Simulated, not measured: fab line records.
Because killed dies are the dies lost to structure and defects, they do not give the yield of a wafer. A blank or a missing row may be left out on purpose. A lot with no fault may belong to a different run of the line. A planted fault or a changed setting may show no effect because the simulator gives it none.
Matching of chambers || flow nandHarc || NHARC_A_SLIT_ETCH_29 on rieDiel-02: 4 sister chambers
The step etches the open film in CF4/O2, target depth 100 nm, overetch 10 nm, time 55 s. 16 wafers are shown with their chamber, then 8 later ones without.

## WAFERS PAIRED WITH THEIR CHAMBERS
{"wafer": "L076.1", "chamber": 3, "showerheadPlenumPTorr (Torr)": 1.39, "drypumpMotorCurrentA (A)": 5.4, "rfVppV (V)": 198.9}
{"wafer": "L076.4", "chamber": 2, "showerheadPlenumPTorr (Torr)": 1.34, "drypumpMotorCurrentA (A)": 5.7, "rfVppV (V)": 198.6}
{"wafer": "L076.5", "chamber": 1, "showerheadPlenumPTorr (Torr)": 1.44, "drypumpMotorCurrentA (A)": 5.6, "rfVppV (V)": 200.6}
{"wafer": "L080.1", "chamber": 3, "showerheadPlenumPTorr (Torr)": 1.39, "drypumpMotorCurrentA (A)": 5.4, "rfVppV (V)": 198.9}
{"wafer": "L080.4", "chamber": 1, "showerheadPlenumPTorr (Torr)": 1.44, "drypumpMotorCurrentA (A)": 5.6, "rfVppV (V)": 199.4}
{"wafer": "L080.6", "chamber": 1, "showerheadPlenumPTorr (Torr)": 1.44, "drypumpMotorCurrentA (A)": 5.7, "rfVppV (V)": 200.3}
{"wafer": "L082.1", "chamber": 1, "showerheadPlenumPTorr (Torr)": 1.44, "drypumpMotorCurrentA (A)": 5.6, "rfVppV (V)": 199.4}
{"wafer": "L082.3", "chamber": 2, "showerheadPlenumPTorr (Torr)": 1.34, "drypumpMotorCurrentA (A)": 5.6, "rfVppV (V)": 197.8}
{"wafer": "L082.5", "chamber": 3, "showerheadPlenumPTorr (Torr)": 1.39, "drypumpMotorCurrentA (A)": 5.4, "rfVppV (V)": 198.0}
{"wafer": "L085.1", "chamber": 3, "showerheadPlenumPTorr (Torr)": 1.39, "drypumpMotorCurrentA (A)": 5.4, "rfVppV (V)": 198.8}
{"wafer": "L085.5", "chamber": 1, "showerheadPlenumPTorr (Torr)": 1.44, "drypumpMotorCurrentA (A)": 5.6, "rfVppV (V)": 200.3}
{"wafer": "L085.6", "chamber": 2, "showerheadPlenumPTorr (Torr)": 1.33, "drypumpMotorCurrentA (A)": 5.7, "rfVppV (V)": 198.2}
{"wafer": "L086.1", "chamber": 2, "showerheadPlenumPTorr (Torr)": 1.33, "drypumpMotorCurrentA (A)": 5.6, "rfVppV (V)": 198.7}
{"wafer": "L086.2", "chamber": 3, "showerheadPlenumPTorr (Torr)": 1.39, "drypumpMotorCurrentA (A)": 5.4, "rfVppV (V)": 197.8}
{"wafer": "L086.4", "chamber": 0, "showerheadPlenumPTorr (Torr)": 1.35, "drypumpMotorCurrentA (A)": 6.3, "rfVppV (V)": 197.7}
{"wafer": "L088.2", "chamber": 0, "showerheadPlenumPTorr (Torr)": 1.35, "drypumpMotorCurrentA (A)": 6.3, "rfVppV (V)": 198.6}

SIGNATURES (averages over the wafers above)
{"reading": "showerheadPlenumPTorr", "chamber 0": 1.3500, "chamber 1": 1.4400, "chamber 2": 1.3350, "chamber 3": 1.3900, "scatter within a chamber": 0.00289}
{"reading": "drypumpMotorCurrentA", "chamber 0": 6.300, "chamber 1": 5.620, "chamber 2": 5.650, "chamber 3": 5.400, "scatter within a chamber": 0.0387}
{"reading": "rfVppV", "chamber 0": 198.150, "chamber 1": 200.000, "chamber 2": 198.325, "chamber 3": 198.480, "scatter within a chamber": 0.526}
Rule: a wafer lies at a distance from a chamber equal to the root of the sum of squares, over the readings, of (its reading less the chamber's mean, divided by the reading's scatter). If the next closest chamber is less than 2 further off than the closest, the wafer can't be placed; otherwise it belongs to the closest. The scatter is the square root of a quotient: the sum, over the shown wafers, of each reading's squared deviation from its chamber's mean, divided by wafers minus chambers.

## WAFERS MISSING THEIR CHAMBER
{"wafer": "L088.4", "showerheadPlenumPTorr (Torr)": 1.44, "drypumpMotorCurrentA (A)": 5.6, "rfVppV (V)": 199.8}
{"wafer": "L088.6", "showerheadPlenumPTorr (Torr)": 1.33, "drypumpMotorCurrentA (A)": 5.7, "rfVppV (V)": 198.8}
{"wafer": "L090.2", "showerheadPlenumPTorr (Torr)": 1.33, "drypumpMotorCurrentA (A)": 5.6, "rfVppV (V)": 198.3}
{"wafer": "L090.4", "showerheadPlenumPTorr (Torr)": 1.39, "drypumpMotorCurrentA (A)": 5.4, "rfVppV (V)": 197.9}
{"wafer": "L090.6", "showerheadPlenumPTorr (Torr)": 1.39, "drypumpMotorCurrentA (A)": 5.4, "rfVppV (V)": 199.9}
{"wafer": "L096.1", "showerheadPlenumPTorr (Torr)": 1.33, "drypumpMotorCurrentA (A)": 5.6, "rfVppV (V)": 197.3}
{"wafer": "L096.4", "showerheadPlenumPTorr (Torr)": 1.39, "drypumpMotorCurrentA (A)": 5.4, "rfVppV (V)": 200.2}
{"wafer": "L096.6", "showerheadPlenumPTorr (Torr)": 1.39, "drypumpMotorCurrentA (A)": 5.4, "rfVppV (V)": 199.9}

## THE CHAMBER EACH PASSED THROUGH
{"wafer": "L088.4", "from the rows above": 1, "in truth": 1}
{"wafer": "L088.6", "from the rows above": 2, "in truth": 2}
{"wafer": "L090.2", "from the rows above": 2, "in truth": 2}
{"wafer": "L090.4", "from the rows above": 3, "in truth": 3}
{"wafer": "L090.6", "from the rows above": 3, "in truth": 3}
{"wafer": "L096.1", "from the rows above": 2, "in truth": 2}
{"wafer": "L096.4", "from the rows above": 3, "in truth": 3}
{"wafer": "L096.6", "from the rows above": 3, "in truth": 3}
Correct placement for 8 of the 8. From these rows, 0 cannot be placed. Placed wrongly: 0.
